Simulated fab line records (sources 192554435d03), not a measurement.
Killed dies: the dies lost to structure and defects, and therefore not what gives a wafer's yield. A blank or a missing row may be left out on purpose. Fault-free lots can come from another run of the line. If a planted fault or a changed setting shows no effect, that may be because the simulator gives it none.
Which tool was responsible? -- flow n5_finfet -- 10 lots, 29 wafers sampled, at 6 steps of a route of 1938

## WHAT THE GAUGES READ, wafer by wafer
Not one reading of a measure or inspect step in the record can be checked against a usual standard deviation.

## WHAT TOOL EACH LOT RAN ON (gives the tool, then ch and the chambers of the sampled wafers, and finally the start)
lot,N5_BEOL_M9_PECVD_70,N5_BEOL_M9_STRIP_80,N5_BEOL_M9_PRE_CLEAN_45,N5_BEOL_M9_ALD_74,N5_BEOL_M9_CMP_52,N5_PASSIVATION_PROBE_49
L828,"pecvd-02 ch 0,1, day 11 06:34","rie_diel-01 ch 1,3, day 11 09:23 or earlier","pvd_sputter-01, day 11 09:23","ald_metal-01 ch 1,3, day 11 09:26","cmp-03 ch 1,3, day 11 11:12",-
L829,"pecvd-02 ch 0,2, day 12 13:49","rie_diel-03 ch 0,1, day 12 17:53 or earlier","pvd_sputter-01, day 12 17:53","ald_metal-01 ch 0,1,3, day 12 17:56","cmp-01 ch 1,3, day 12 19:29","prober-01, day 15 05:43"
L832,"pecvd-04 ch 0,1, day 13 10:35","rie_diel-01 ch 0,1,2, day 13 18:05 or earlier","pvd_sputter-02, day 13 18:05","ald_metal-01 ch 0,2,3, day 13 18:10","cmp-03 ch 1,2,3, day 13 19:28","prober-02, day 16 03:44"
L834,"pecvd-03 ch 0,1,2, day 13 19:26","rie_diel-01 ch 1,2,3, day 14 01:05 or earlier","pvd_sputter-03, day 14 01:05","ald_metal-04 ch 0,1,2, day 14 01:10","cmp-02 ch 2,3, day 14 02:22","prober-02, day 16 16:20"
L835,"pecvd-02 ch 0,1,2, day 14 00:49","rie_diel-06 ch 0,2,3, day 14 05:57 or earlier","pvd_sputter-01, day 14 05:57","ald_metal-01 ch 1,2,3, day 14 06:01","cmp-01 ch 0,1,2, day 14 07:20","prober-01, day 16 17:25"
L837,"pecvd-02 ch 0,2, day 14 04:23","rie_diel-06 ch 0,2,3, day 14 09:49 or earlier","pvd_sputter-03, day 14 09:49","ald_metal-04 ch 0,1,2, day 14 09:53","cmp-01 ch 0,2,3, day 14 11:08",-
L840,"pecvd-02 ch 0,2, day 14 22:49","rie_diel-06 ch 0,1, day 15 05:15 or earlier","pvd_sputter-03, day 15 05:15","ald_metal-04 ch 1,2, day 15 05:19","cmp-03 ch 0,2, day 15 06:46",-
L847,"pecvd-03 ch 0,1, day 16 01:22","rie_diel-03 ch 0,1,3, day 16 10:40 or earlier","pvd_sputter-03, day 16 10:40","ald_metal-03 ch 1,2, day 16 10:47","cmp-01 ch 0,1,3, day 16 12:23",-
L851,"pecvd-03 ch 1,2, day 17 09:40","rie_diel-01 ch 0,1, day 17 16:59 or earlier","pvd_sputter-02, day 17 16:59","ald_metal-03 ch 0,1,3, day 17 17:04","cmp-01 ch 2,3, day 17 18:08",-
L849,"pecvd-04 ch 0,2, day 18 07:46","rie_diel-03 ch 1,3, day 18 17:20 or earlier","pvd_sputter-03, day 18 17:20","ald_metal-04 ch 0,1, day 18 17:23","cmp-01 ch 0,2,3, day 18 18:36",-
- N5_BEOL_M9_PECVD_70: deposits SiO2 from TEOS/O2, target thk 20 nm, time 22.7 s.
- N5_BEOL_M9_STRIP_80: strips in N2/H2, time 10 s.
- N5_BEOL_M9_PRE_CLEAN_45: time 30 s.
- N5_BEOL_M9_ALD_74: deposits TaN, target thk 2 nm, pulse time 2 s, purge time 3 s.
- N5_BEOL_M9_CMP_52: polishes, stops on SiCOH lowk, t overpolish 7 s, target thk 140 nm.
- N5_PASSIVATION_PROBE_49

## AS READ BY THE TOOLS THEMSELVES (means over the sampled wafers that have a number; for cases with no such wafer, the mark the record gives instead)
N5_BEOL_M9_PECVD_70. Usual: heater_power_w 767 W, standard deviation 110; showerhead_plenum_p_Torr 8.77 Torr, standard deviation 0.063; throttle_valve_pct 22.3 %, standard deviation 0.53.
lot,tool,heater_power_w (W),showerhead_plenum_p_Torr (Torr),throttle_valve_pct (%),flag
L828,pecvd-02,680,8.68,22.4,
L829,pecvd-02,808,8.73,22.6,
L832,pecvd-04,726,8.79,22.7,
L834,pecvd-03,699,8.81,21.9,
L835,pecvd-02,730,8.73,22.4,
L837,pecvd-02,935,8.78,22.4,
L840,pecvd-02,806,8.73,22.6,
L847,pecvd-03,701,8.87,22.0,
L851,pecvd-03,742,8.81,21.7,
L849,pecvd-04,726,8.76,22.3,

N5_BEOL_M9_STRIP_80. Usual: chamber_pressure_mTorr 20.002 mTorr, standard deviation 0.018; drypump_motor_current_A 5.9 A, standard deviation 0.57; oes_product_au 0.79 a.u., standard deviation 0.078; rf_vpp_V 59.2 V, standard deviation 0.85; showerhead_plenum_p_Torr 2.53 Torr, standard deviation 0.079; throttle_valve_pct 23.80 %, standard deviation 0.2.
lot,tool,chamber_pressure_mTorr (mTorr),drypump_motor_current_A (A),oes_product_au (a.u.),rf_vpp_V (V),showerhead_plenum_p_Torr (Torr),throttle_valve_pct (%),flag
L828,rie_diel-01,20.002,6.2,0.79,59.5,2.51,23.67,
L829,rie_diel-03,19.997,5.7,0.71,60.0,2.47,23.74,
L832,rie_diel-01,19.990,6.4,0.78,57.6,2.55,23.92,
L834,rie_diel-01,19.999,6.2,0.81,59.0,2.56,23.82,
L835,rie_diel-06,19.993,6.0,0.82,58.8,2.53,23.93,
L837,rie_diel-06,20.004,6.0,0.82,60.4,2.53,23.94,
L840,rie_diel-06,20.018,5.8,0.91,59.3,2.59,23.65,
L847,rie_diel-03,20.022,5.7,0.74,59.2,2.49,23.74,
L851,rie_diel-01,20.011,6.4,0.72,59.3,2.48,23.84,
L849,rie_diel-03,20.000,5.8,0.73,59.4,2.46,23.67,

N5_BEOL_M9_PRE_CLEAN_45. Usual: 334 W for heater_power_w, sd 26.
lot,tool,heater_power_w (W),flag
L828,pvd_sputter-01,357,
L829,pvd_sputter-01,329,
L832,pvd_sputter-02,328,
L834,pvd_sputter-03,320,
L835,pvd_sputter-01,350,
L837,pvd_sputter-03,338,
L840,pvd_sputter-03,328,
L847,pvd_sputter-03,343,
L851,pvd_sputter-02,330,
L849,pvd_sputter-03,341,

N5_BEOL_M9_ALD_74. Usual: 428 W for heater_power_w, sd 52.
lot,tool,heater_power_w (W),flag
L828,ald_metal-01,434,
L829,ald_metal-01,429,
L832,ald_metal-01,434,
L834,ald_metal-04,444,
L835,ald_metal-01,412,
L837,ald_metal-04,448,
L840,ald_metal-04,399,
L847,ald_metal-03,387,
L851,ald_metal-03,389,
L849,ald_metal-04,461,

N5_BEOL_M9_CMP_52. Usual: barrier_field_endpoint_s 28.6 s, standard deviation 0.66; motor_current_A 6.2 A, standard deviation 0.64.
lot,tool,barrier_field_endpoint_s (s),motor_current_A (A),flag
L828,cmp-03,29.3,6.4,
L829,cmp-01,28.3,6.1,
L832,cmp-03,28.3,6.4,
L834,cmp-02,28.1,6.5,
L835,cmp-01,28.5,5.9,
L837,cmp-01,28.2,5.9,
L840,cmp-03,24.1,6.7,OFF
L847,cmp-01,28.6,5.7,
L851,cmp-01,28.5,6.3,
L849,cmp-01,29.1,6.0,

N5_PASSIVATION_PROBE_49. Usual: defect_limited_yield 90.8 %, standard deviation 1.7; killed_at_M0_to_M3 37, standard deviation 12; killed_at_M4_up 15, standard deviation 5.6; killed_at_contacts 13, standard deviation 6.9; killed_at_front_end 40, standard deviation 11; killed_at_other 4, standard deviation 3.2; killed_dies 109, standard deviation 20; killed_open 73, standard deviation 15; killed_short 35, standard deviation 8.3; sort_bin_5_function 5.4 %, standard deviation 1.1; sort_bin_6_memory 3.5 %, standard deviation 0.73; sort_n_pass 1071, standard deviation 20; sort_yield_pct 90.8 %, standard deviation 1.7.
lot,tool,defect_limited_yield (%),killed_at_M0_to_M3,killed_at_M4_up,killed_at_contacts,killed_at_front_end,killed_at_other,killed_dies,killed_open,killed_short,sort_bin_5_function (%),sort_bin_6_memory (%),sort_n_pass,sort_yield_pct (%),flag
L829,prober-01,91.3,40,25,7,28,2,103,68,33,5.3,3.1,1077,91.3,
L832,prober-02,91.2,29,10,19,44,3,104,66,36,5.0,3.4,1076,91.2,
L834,prober-02,89.9,37,12,11,57,4,119,83,36,6.2,3.6,1061,89.9,
L835,prober-01,89.2,38,14,26,44,6,127,86,40,6.6,3.9,1053,89.2,

## THE ANSWER, worked out from the rows above alone
Rule: a lot is off if the mean of its wafers that have a number lies more than 3 standard deviations from the usual mean. A lot without any number at a reading at which 4 lots or more have one is off too. Where the step has rows for the other lots, those lots are counted as sound. The gauges are gone through in route order, then the tools' own readings, and for those a lot's mean is taken as printed above. At the first step where some lot is off, the reading lying furthest off is the one used; lots without a number count as furthest.
Off: L840 (N5_BEOL_M9_CMP_52, barrier_field_endpoint_s).
If a tool, at that step or one of the process steps before it, ran each lot that is off and ran no sound lot following the first of them, it fits. N5_BEOL_M9_STRIP_80 gives no start for some lots, so the hours and the order of its lots are those of N5_BEOL_M9_PRE_CLEAN_45. Can't be told from this: 3 tools fit, pecvd-02 at N5_BEOL_M9_PECVD_70, rie_diel-06 at N5_BEOL_M9_STRIP_80, cmp-03 at N5_BEOL_M9_CMP_52.

## WHAT THE SIMULATOR PUT IN
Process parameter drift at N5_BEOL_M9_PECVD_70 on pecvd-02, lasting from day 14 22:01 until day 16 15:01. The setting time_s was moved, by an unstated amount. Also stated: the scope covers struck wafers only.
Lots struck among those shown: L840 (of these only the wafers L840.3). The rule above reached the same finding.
